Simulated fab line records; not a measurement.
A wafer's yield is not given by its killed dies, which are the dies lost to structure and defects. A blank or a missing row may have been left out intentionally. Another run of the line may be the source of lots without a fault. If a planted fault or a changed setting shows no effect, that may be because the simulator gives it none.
Chamber matching	flow n5-finfet	N5_BEOL_M12_ETCH_67 on rie-diel-01: 4 sister chambers
The step etches SiARC in CF4, target depth 143 nm, time 238.3 s. 16 wafers are shown with their chamber, then 8 later ones without.

## EACH WAFER AND ITS CHAMBER
wafer	chamber	drypump-motor-current-A (A)	throttle-valve-pct (%)	showerhead-plenum-p-Torr (Torr)
L075.1	2	5.3	15.59	2.19
L075.2	0	6.5	15.28	2.25
L075.4	3	5.4	15.78	2.16
L078.4	3	5.4	15.81	2.16
L078.5	0	6.5	15.30	2.25
L078.6	1	5.4	15.98	2.13
L085.2	3	5.4	15.82	2.16
L085.4	2	5.3	15.63	2.18
L085.6	1	5.3	16.03	2.13
L086.2	1	5.4	16.03	2.12
L086.4	3	5.4	15.83	2.16
L086.6	0	6.5	15.33	2.25
L089.2	0	6.5	15.35	2.24
L089.4	2	5.3	15.65	2.18
L089.6	0	6.5	15.33	2.24
L092.2	3	5.4	15.86	2.15

SIGNATURES, as means of the wafers listed above
reading	chamber 0	chamber 1	chamber 2	chamber 3	scatter within a chamber
drypump-motor-current-A	6.500	5.367	5.300	5.400	0.0236
throttle-valve-pct	15.3180	16.0133	15.6233	15.8200	0.0289
showerhead-plenum-p-Torr	2.2460	2.1267	2.1833	2.1580	0.00527
Rule: for a wafer and a chamber, the distance is found by dividing, reading by reading, the gap between the wafer's reading and the chamber's mean by the reading's scatter, squaring, summing and taking the root. The wafer belongs to the nearest chamber; if the next one is less than 2 further off, it can't be placed. The scatter: take each reading less its chamber's mean, square it, sum over the shown wafers, divide by the number of wafers less the number of chambers, and take the root.

## WAFERS WITHOUT THEIR CHAMBER
wafer	drypump-motor-current-A (A)	throttle-valve-pct (%)	showerhead-plenum-p-Torr (Torr)
L092.3	6.5	15.38	2.24
L092.4	5.4	15.85	2.15
L095.2	5.3	15.65	2.18
L095.5	5.4	15.58	2.12
L095.6	5.3	15.66	2.18
L097.4	5.4	15.57	2.12
L097.5	5.4	15.86	2.15
L097.6	5.3	15.66	2.18

## CHAMBER TAKEN BY EACH
wafer	from the rows above	in truth
L092.3	0	0
L092.4	3	3
L095.2	2	2
L095.5	can't be placed: 3 or 2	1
L095.6	2	2
L097.4	can't be placed: 3 or 2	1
L097.5	3	3
L097.6	2	2
6 of 8 placed correctly. Can't be placed from these rows: 2 (the true chamber is among the candidates in 0). Wrongly placed: 0.
